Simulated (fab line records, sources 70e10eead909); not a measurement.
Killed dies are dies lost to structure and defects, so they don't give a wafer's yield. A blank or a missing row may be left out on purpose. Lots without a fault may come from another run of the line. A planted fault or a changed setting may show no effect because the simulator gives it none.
Chamber matching | flow nand_harc | NHARC_A_CHANNEL_FILL_D2_ALD_16 on ald_hk-04: 4 sister chambers
The step deposits SiO2, target thk 1.5 nm, pulse time 10 s, ald cycles 15. 18 wafers are shown with their chamber, then 9 later ones without.

WAFERS WITH THEIR CHAMBER
wafer  | chamber | heater_power_w (W) | precursor_pulse_height_rel
L076.1 | 1       | 502                | 1.000
L076.4 | 0       | 515                | 1.004
L076.5 | 1       | 491                | 0.971
L081.1 | 2       | 401                | 1.014
L081.4 | 1       | 494                | 1.010
L081.6 | 1       | 506                | 1.001
L080.2 | 0       | 507                | 1.006
L080.3 | 3       | 515                | 0.996
L080.6 | 2       | 398                | 1.018
L085.1 | 1       | 506                | 0.984
L085.2 | 0       | 510                | 1.028
L085.3 | 3       | 520                | 0.988
L085.4 | 2       | 402                | 0.994
L085.5 | 2       | 406                | 1.021
L085.6 | 1       | 504                | 1.024
L090.1 | 2       | 365                | 1.014
L090.3 | 0       | 508                | 0.989
L090.5 | 0       | 503                | 0.999

SIGNATURES (means of the wafers above)
reading                    | chamber 0 | chamber 1 | chamber 2 | chamber 3 | scatter within a chamber
heater_power_w             | 508.60    | 500.50    | 394.40    | 517.50    | 10
precursor_pulse_height_rel | 1.00520   | 0.99833   | 1.01220   | 0.99200   | 0.0148
Rule: a wafer's distance from a chamber is the root of the sum, over the readings, of the square of ((its reading less the chamber's mean) divided by the reading's scatter). The wafer belongs to the nearest chamber; if the next one is less than 2 further off, it can't be placed. The scatter: the root of (the sum of the squares of (reading less its chamber's mean) over the shown wafers, divided by (wafers less chambers)).

WAFERS WITHOUT THEIR CHAMBER
wafer  | heater_power_w (W) | precursor_pulse_height_rel
L092.1 | 481                | 0.998
L092.4 | 512                | 1.017
L092.5 | 510                | 1.021
L097.2 | 508                | 1.023
L097.4 | 485                | 1.054
L097.6 | 371                | 1.024
L096.4 | 367                | 0.967
L096.5 | 535                | 1.011
L096.6 | 510                | 0.998

WHICH CHAMBER EACH WENT THROUGH
wafer  | from the rows above          | in truth
L092.1 | can't be placed: 1 or 0 or 3 | 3
L092.4 | can't be placed: 0 or 1 or 3 | 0
L092.5 | can't be placed: 0 or 1 or 3 | 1
L097.2 | can't be placed: 0 or 1 or 3 | 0
L097.4 | can't be placed: 0 or 1 or 3 | 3
L097.6 | 2                            | 2
L096.4 | 2                            | 2
L096.5 | can't be placed: 3 or 0 or 1 | 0
L096.6 | can't be placed: 0 or 3 or 1 | 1
Placed correctly: 2 of 9. Can't be placed from these rows: 7 (the true chamber is among the candidates in 7). Placed wrongly: 0.
